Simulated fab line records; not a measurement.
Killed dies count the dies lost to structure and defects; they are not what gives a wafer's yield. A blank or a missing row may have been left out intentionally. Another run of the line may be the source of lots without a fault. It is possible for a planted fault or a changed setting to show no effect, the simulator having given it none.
fab line records ; flow nand_harc ; part 2 of 2: steps 31 to 38 of 38
record: lots: 5; wafers: 15; last_day: 32
route steps=1302 shown P_GATE@199 P_CONTACT@217
lots that met no fault: taken from a fault-free run of the same line
start_h: hours from the record's opening day to when the first of the lot's shown wafers began ; wait_h: hours elapsed since this lot's preceding step ; " identical to the entry in the row above ; L1.1+2: a row that stands for several wafers ; - no value present, or no start provided ; * or withheld: withheld ; < > ~ a bound
route shown NAME@n: NAME is a module with steps in the file, n the number in the route of the first one ; usual: mean and standard deviation over wafers with no fault ; same: alike in all rows ; chamber/n: place in a boat ; sites: per-site readings ; _std_site: the standard deviation of these ; _edge_site: the outer-site mean with the inner-site mean subtracted ; radius_mm: for every site, how far away it sits from the centre of the wafer ; mask NAME#n: copy n ; behind: the last tool/chamber to shape the wafer ; hold: reason for holding the lot/hours on hold/outcome of the hold ; device: the n, p or np transistor that did not switch ; end of line: at the end of the route, the tests of the same wafers ; for a step that has no rows: nothing shown but its recipe ; killed: dies lost to structure and defects at the first sort, not the wafer's yield ; map: a wafer's dies, x killed, . not, _ none there
set.NAME: the setting the step ran with; set.NAME@STEP: the setting that earlier step ran with ; model.NAME: the simulator's own value behind a step, which no gauge read
lots at selected steps of the route; one table per step, one row per wafer
services: when a tool's chamber went out of use (start_h, in hours from the record's first day, below 0 if earlier), for how many hours, and the reason
== steps ==
step: NHARC_P_CONTACT_PEB_10
recipe: peb_temp_c: 100; peb_time_s: 65
lot.wafer;tool;chamber;start_h;wait_h
L074.1+3+4;litho_track-04;0;118.50;0.1
L077.2+3+6;litho_track-04;0;144.61;0.1
L080.3+4+6;litho_track-04;0;185.84;0.0
L087.2+4+6;litho_track-06;0;253.67;0.1
L093.2+3+5;litho_track-01;0;304.31;0.1
step: NHARC_P_CONTACT_DEVELOP_11
recipe: develop_time_s: 35; dev_temp_c: 23
same: develop_time_s: 35
lot.wafer;tool;chamber;start_h;wait_h
L074.1+3+4;litho_track-04;0;-;-
L077.2+3+6;litho_track-04;0;-;-
L080.3+4+6;litho_track-04;0;-;-
L087.2+4+6;litho_track-06;0;-;-
L093.2+3+5;litho_track-01;0;-;-
step: NHARC_P_CONTACT_CD_MEAS_12
recipe: target_cd_nm: 90; landing_energy_ev: 500
usual: cd_nm: 90.0/0.73
lot.wafer;tool;chamber;start_h;wait_h;cd_nm
L074.1;cd_sem-03;0;118.57;-;89.7
L074.3;cd_sem-03;0;118.57;-;91.0
L074.4;cd_sem-03;0;118.57;-;91.1
L077.2;cd_sem-03;0;144.69;-;90.7
L077.3;cd_sem-03;0;144.69;-;91.1
L077.6;cd_sem-03;0;144.69;-;90.7
L080.3;cd_sem-02;0;185.92;-;91.0
L080.4;cd_sem-02;0;185.92;-;91.1
L080.6;cd_sem-02;0;185.92;-;91.6
L087.2;cd_sem-03;0;253.75;-;89.7
L087.4;cd_sem-03;0;253.75;-;90.9
L087.6;cd_sem-03;0;253.75;-;88.8
L093.2;cd_sem-01;0;304.39;-;90.2
L093.3;cd_sem-01;0;304.39;-;90.1
L093.5;cd_sem-01;0;304.39;-;89.8
step: NHARC_P_CONTACT_OVL_MEAS_13
usual: overlay_x_nm: 0.0/0.82; overlay_y_nm: 0.2/0.91
lot.wafer;tool;chamber;start_h;wait_h;overlay_x_nm;overlay_y_nm
L074.1;overlay-01;-;118.66;-;2.2;1.6
L074.3;overlay-01;-;118.66;-;1.3;1.6
L074.4;overlay-01;-;118.66;-;1.5;1.9
L077.2;overlay-01;-;144.77;-;0.9;-0.1
L077.3;overlay-01;-;144.77;-;0.4;-0.1
L077.6;overlay-01;-;144.77;-;0.8;0.6
L080.3;overlay-02;-;186.00;-;0.0;0.6
L080.4;overlay-02;-;186.00;-;-0.2;0.7
L080.6;overlay-02;-;186.00;-;-0.3;0.3
L087.2;overlay-01;-;253.84;-;-1.2;-0.2
L087.4;overlay-01;-;253.84;-;-1.5;-0.1
L087.6;overlay-01;-;253.84;-;-0.4;-0.2
L093.2;overlay-01;-;304.48;-;-0.9;0.3
L093.3;overlay-01;-;304.48;-;-1.2;0.9
L093.5;overlay-01;-;304.48;-;-1.2;0.1
step: NHARC_P_CONTACT_INSPECT_14
usual: raw_defect_count: 4.7/2.8
lot.wafer;tool;chamber;start_h;wait_h;raw_defect_count
L074.1;defect_inspect-01;-;118.70;0.0;5
L074.3;defect_inspect-01;-;118.70;0.0;3
L074.4;defect_inspect-01;-;118.70;0.0;2
L077.2;defect_inspect-01;-;144.81;0.0;6
L077.3;defect_inspect-01;-;144.81;0.0;2
L077.6;defect_inspect-01;-;144.81;0.0;2
L080.3;defect_inspect-01;-;186.04;0.0;4
L080.4;defect_inspect-01;-;186.04;0.0;10
L080.6;defect_inspect-01;-;186.04;0.0;2
L087.2;defect_inspect-02;-;253.88;0.0;4
L087.4;defect_inspect-02;-;253.88;0.0;5
L087.6;defect_inspect-02;-;253.88;0.0;4
L093.2;defect_inspect-02;-;304.51;0.0;4
L093.3;defect_inspect-02;-;304.51;0.0;7
L093.5;defect_inspect-02;-;304.51;0.0;5
step: NHARC_P_CONTACT_DESCUM_17
recipe: time_s: 3; o2_flow_sccm: 200; ar_flow_sccm: 0; bias_power_w: 0; chemistry: O2
usual: drypump_motor_current_A: 5.7/0.55; oes_product_au: 0.997/0.011; rf_vpp_V: 57.8/0.88; showerhead_plenum_p_Torr: 1.93/0.083; throttle_valve_pct: 11.312/0.0084
lot.wafer;tool;chamber;start_h;wait_h;drypump_motor_current_A;oes_product_au;rf_hours_counter_h;rf_vpp_V;showerhead_plenum_p_Torr;throttle_valve_pct
L074.3;rie_diel-06;0;118.76;0.1;5.6;0.976;5.8;56.9;1.80;11.317
L074.1;rie_diel-06;1;118.76;0.1;5.2;0.999;4.6;57.1;1.95;11.312
L074.4;rie_diel-06;2;118.76;0.1;6.2;0.996;5.0;58.7;2.06;11.316
L077.2;rie_diel-06;1;144.87;0.1;5.2;0.994;0.1;57.5;1.94;11.312
L077.3;rie_diel-06;3;144.87;0.1;6.5;0.989;0.1;58.1;1.96;11.294
L077.6;rie_diel-06;1;144.87;0.1;5.2;0.991;-;59.2;1.94;11.312
L080.3;rie_diel-06;2;186.11;0.1;6.1;0.994;1.1;57.7;2.06;11.318
L080.4;rie_diel-06;0;186.11;0.1;5.6;0.986;1.2;56.4;1.80;11.306
L080.6;rie_diel-06;2;186.11;0.1;6.1;0.997;-;58.1;2.06;11.309
L087.2;rie_diel-02;2;253.95;0.1;4.9;0.982;1.3;56.8;1.90;11.309
L087.4;rie_diel-02;3;253.95;0.1;6.5;1.009;1.4;58.1;1.99;11.325
L087.6;rie_diel-02;0;253.95;0.1;5.1;0.991;-;57.8;1.82;11.303
L093.2;rie_diel-06;0;304.57;0.1;5.6;0.988;5.3;56.9;1.80;11.310
L093.3;rie_diel-06;2;304.57;0.1;6.1;0.997;5.5;59.3;2.06;11.320
L093.5;rie_diel-06;0;304.57;0.1;5.6;1.002;-;59.0;1.80;11.301
step: NHARC_P_CONTACT_ETCH_35
recipe: target_depth_a: 390; over_etch_frac: 0.3; time_s: 65; ion_energy_ev: 80; cf4_flow_sccm: 150; ar_flow_sccm: 0; rf_w: 300; bias_w: 100; chemistry: CF4
usual: drypump_motor_current_A: 5.7/0.53; oes_product_au: 0.997/0.0097; rf_vpp_V: 151.5/1.3; showerhead_plenum_p_Torr: 1.78/0.074; throttle_valve_pct: 13.283/0.0092
lot.wafer;tool;chamber;start_h;wait_h;drypump_motor_current_A;oes_product_au;rf_hours_counter_h;rf_vpp_V;showerhead_plenum_p_Torr;throttle_valve_pct
L074.3;rie_diel-06;1;118.85;0.1;5.1;0.986;4.6;152.0;1.80;13.283
L074.4;rie_diel-06;3;118.85;0.1;6.4;0.998;4.7;150.6;1.81;13.298
L074.1;rie_diel-06;0;118.85;0.1;5.6;0.984;5.8;150.2;1.68;13.281
L077.3;rie_diel-06;0;144.96;0.1;5.6;0.992;0.0;150.2;1.68;13.284
L077.2;rie_diel-06;2;144.96;0.1;6.1;1.003;0.1;155.1;1.89;13.276
L077.6;rie_diel-06;3;144.96;0.1;6.5;1.009;-;151.4;1.81;13.281
L080.4;rie_diel-06;1;186.18;0.1;5.2;1.000;1.1;152.5;1.80;13.304
L080.3;rie_diel-06;3;186.18;0.1;6.4;0.992;1.3;151.0;1.81;13.287
L080.6;rie_diel-06;1;186.18;0.1;5.1;0.991;-;149.8;1.80;13.273
L087.2;rie_diel-02;0;254.03;0.1;5.1;0.995;1.2;150.1;1.69;13.296
L087.4;rie_diel-02;2;254.03;0.1;4.9;0.989;1.3;150.8;1.76;13.273
L087.6;rie_diel-02;3;254.03;0.1;6.4;1.014;-;150.8;1.84;13.268
L093.2;rie_diel-06;0;304.68;0.1;5.6;0.991;5.3;150.1;1.67;13.286
L093.3;rie_diel-06;2;304.68;0.1;6.1;0.986;5.5;153.4;1.89;13.290
L093.5;rie_diel-06;0;304.68;0.1;5.6;0.980;-;151.8;1.67;13.291
step: NHARC_P_CONTACT_ETCH_36
recipe: target_depth_a: 2600; over_etch_frac: 0.25; time_s: 406.25; ion_energy_ev: 200; n2_flow_sccm: 150; h2_flow_sccm: 150; ar_flow_sccm: 0; rf_w: 400; bias_w: 150; chemistry: N2/H2
usual: drypump_motor_current_A: 5.7/0.53; h2_flow_sccm: 150.0/0.47; oes_product_au: 0.997/0.01; rf_vpp_V: 431.1/2.6; showerhead_plenum_p_Torr: 2.06/0.094; throttle_valve_pct: 14.171/0.0094
lot.wafer;tool;chamber;start_h;wait_h;drypump_motor_current_A;h2_flow_sccm;oes_product_au;rf_hours_counter_h;rf_vpp_V;showerhead_plenum_p_Torr;throttle_valve_pct
L074.1;rie_diel-06;1;-;-;5.2;150.0;0.985;4.7;431.3;2.07;14.170
L074.4;rie_diel-06;3;-;-;6.5;150.9;1.003;4.7;434.7;2.09;14.174
L074.3;rie_diel-06;0;-;-;5.6;149.6;0.972;5.8;427.8;1.92;14.178
L077.2;rie_diel-06;3;-;-;6.5;150.1;1.000;0.2;432.6;2.09;14.165
L077.3;rie_diel-06;0;-;-;5.6;149.8;0.984;0.1;426.9;1.92;14.180
L077.6;rie_diel-06;3;-;-;6.5;149.7;0.984;-;433.5;2.09;14.182
L080.4;rie_diel-06;3;-;-;6.5;150.6;1.000;1.4;431.5;2.09;14.170
L080.3;rie_diel-06;1;-;-;5.2;150.4;0.985;1.2;432.2;2.07;14.187
L080.6;rie_diel-06;3;-;-;6.4;150.3;1.000;-;432.2;2.09;14.159
L087.4;rie_diel-02;2;-;-;4.9;149.7;0.995;1.4;429.3;2.02;14.169
L087.2;rie_diel-02;3;-;-;6.5;150.7;1.000;1.5;433.7;2.13;14.162
L087.6;rie_diel-02;0;-;-;5.1;150.5;0.991;-;426.6;1.94;14.169
L093.2;rie_diel-06;1;-;-;5.2;150.1;0.996;4.2;431.5;2.07;14.159
L093.3;rie_diel-06;0;-;-;5.6;150.6;0.989;5.4;427.7;1.92;14.181
L093.5;rie_diel-06;2;-;-;6.1;150.3;0.998;-;435.6;2.20;14.163
== services ==
tool;chamber;start_h;hours;kind
rie_diel-06;1;100.79;2.9;repair
wet_bench-01;-;101.60;8.0;pm
pvd_sputter-02;-;104.01;10.0;pm
rie_diel-03;-;104.30;9.0;pm
rie_diel-06;-;130.28;9.0;pm
pecvd-01;-;130.45;13.0;pm
pvd_sputter-03;-;137.19;3.6;repair
pvd_sputter-03;-;143.25;6.1;repair
wet_bench-03;-;144.97;3.0;repair
litho_track-01;-;155.00;7.0;pm
pvd_sputter-03;-;170.00;10.0;pm
litho_track-06;-;179.00;7.0;pm
rie_diel-06;0;188.73;4.0;repair
wet_bench-05;-;201.76;3.0;repair
litho_track-04;-;203.00;7.0;pm
wet_bench-03;-;210.40;8.0;pm
pvd_sputter-03;-;221.56;6.7;repair
plasma_asher-02;-;249.27;9.0;pm
rie_diel-06;0;250.88;7.1;repair
rie_diel-06;1;252.90;32.3;repair
wet_bench-05;-;260.83;8.0;pm
pecvd-01;1;273.97;1.9;repair
plasma_asher-02;-;274.86;0.8;repair
rie_diel-06;3;303.54;1.3;repair
